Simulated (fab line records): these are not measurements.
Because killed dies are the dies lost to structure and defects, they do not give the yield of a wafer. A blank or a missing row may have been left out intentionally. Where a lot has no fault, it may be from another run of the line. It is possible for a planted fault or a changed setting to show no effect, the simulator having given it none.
Problem report in the 8D (eight disciplines) form, filled by code -- flow nand_harc -- the parts of the form that need people (team, actions taken, sign-off) are left out

1. PROBLEM STATEMENT
killed_at_array at NHARC_END_SORT_01 reads a mean of 300 on 2 wafers of 2 lots; wafers without a fault read 27 with a standard deviation of 8. Relative to the usual mean, that is a shift of +34 standard deviations.
Earliest sighting: wafer L863.2 on prober-02 at day 23 10:26. The record holds 6 wafers of 2 lots with a number at this step. The rule behind "out" and "out of limits": a value lying over 4 standard deviations away from the usual mean. The rest of the wafers with a number are treated as sound.

2. WHAT IT IS, WHAT IT ISN'T
question,is,is not
which readings at this step,"killed_at_array, defect_limited_yield, killed_dies, sort_bin_2_pct, sort_bin_3_pct, sort_bin_4_pct, sort_n_pass, sort_rim_yield_pct, sort_yield_pct","killed_at_other, killed_at_periphery, killed_open, killed_short"
which lots,"L863, L864",-
which wafers of those lots,"L863.2, L864.3","L863.1, L863.5, L864.1, L864.6"
read on which gauges,"prober-01, prober-02",-
when,from day 23 10:26,"up to then (1 sound wafer); but 3 sound wafers of L863, L864 came after"

3. WHAT RULES OUT EACH SUSPECT
Counting: any tool at a process step up to the reading remains a suspect provided it ran every lot that is out. Sound lots after the first of them don't rule it out here, since some wafers of a struck lot are sound.
- ruled out: the gauge at NHARC_END_SORT_01. The wafers that are out were read on 2 gauges (prober-01, prober-02).
- ecd_cu-01 at NHARC_A_M1_ECD_22 (material Cu, target thk 400 nm): kept. It ran every lot that is out, first L863 (day 21 14:02).
- rie_si-03 at NHARC_THIN_TSV_ETCH_15 (target depth 3000 nm, bosch target overetch cycles 2, bosch etch step 2.8 s): kept. It ran every lot that is out, first L863 (day 22 14:21).
- rtp_anneal-02 at NHARC_THIN_TSV_ANNEAL_52 (time 90 s): kept. It ran every lot that is out, first L863 (day 22 17:46).
Left after counting: ecd_cu-01 at NHARC_A_M1_ECD_22, rie_si-03 at NHARC_THIN_TSV_ETCH_15, rtp_anneal-02 at NHARC_THIN_TSV_ANNEAL_52.

4. THE CAUSE (what the simulator had put in)
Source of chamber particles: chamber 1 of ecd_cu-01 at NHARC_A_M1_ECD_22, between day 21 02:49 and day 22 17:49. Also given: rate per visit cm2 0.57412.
3 suspects survive the count, and this tool is in that group.

5. THE EFFECT CHAIN, in route order
Each row: a reading where the mean over the struck wafers with a number is more than 3 standard deviations away from the usual. Only readings whose record carries a usual standard deviation are examined. hours: median over the lots of the time between each lot's start at the first step of this table that gives one and its start at this step. sigmas: the change, counted in usual standard deviations.
hours,step,reading,usual,on struck wafers,change,sigmas
0,NHARC_END_SORT_01,defect_limited_yield,95.4 %,55.4,-40.1,-31
0,NHARC_END_SORT_01,killed_at_array,27,300,+273,+34
0,NHARC_END_SORT_01,killed_dies,31,302,+272,+31
0,NHARC_END_SORT_01,sort_bin_2_pct,1.4 %,15.2,+13.8,+25
0,NHARC_END_SORT_01,sort_bin_3_pct,0.25 %,2.73,+2.48,+12
0,NHARC_END_SORT_01,sort_bin_4_pct,2.9 %,26.8,+23.9,+26
0,NHARC_END_SORT_01,sort_n_pass,646,374,-272,-31
0,NHARC_END_SORT_01,sort_rim_yield_pct,95.5 %,56.1,-39.4,-15
0,NHARC_END_SORT_01,sort_yield_pct,95.4 %,55.4,-40.1,-31

6. WHAT WOULD HAVE CAUGHT IT SOONER
In this record the first reading out of limits at a measuring or inspecting step was taken at day 23 10:26, 56 hours after the fault began at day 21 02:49.
Lots out: 2; all had begun NHARC_A_M1_ECD_22 on ecd_cu-01 by day 23 10:26. Had the tool been put on hold then, not one of them would have been saved.
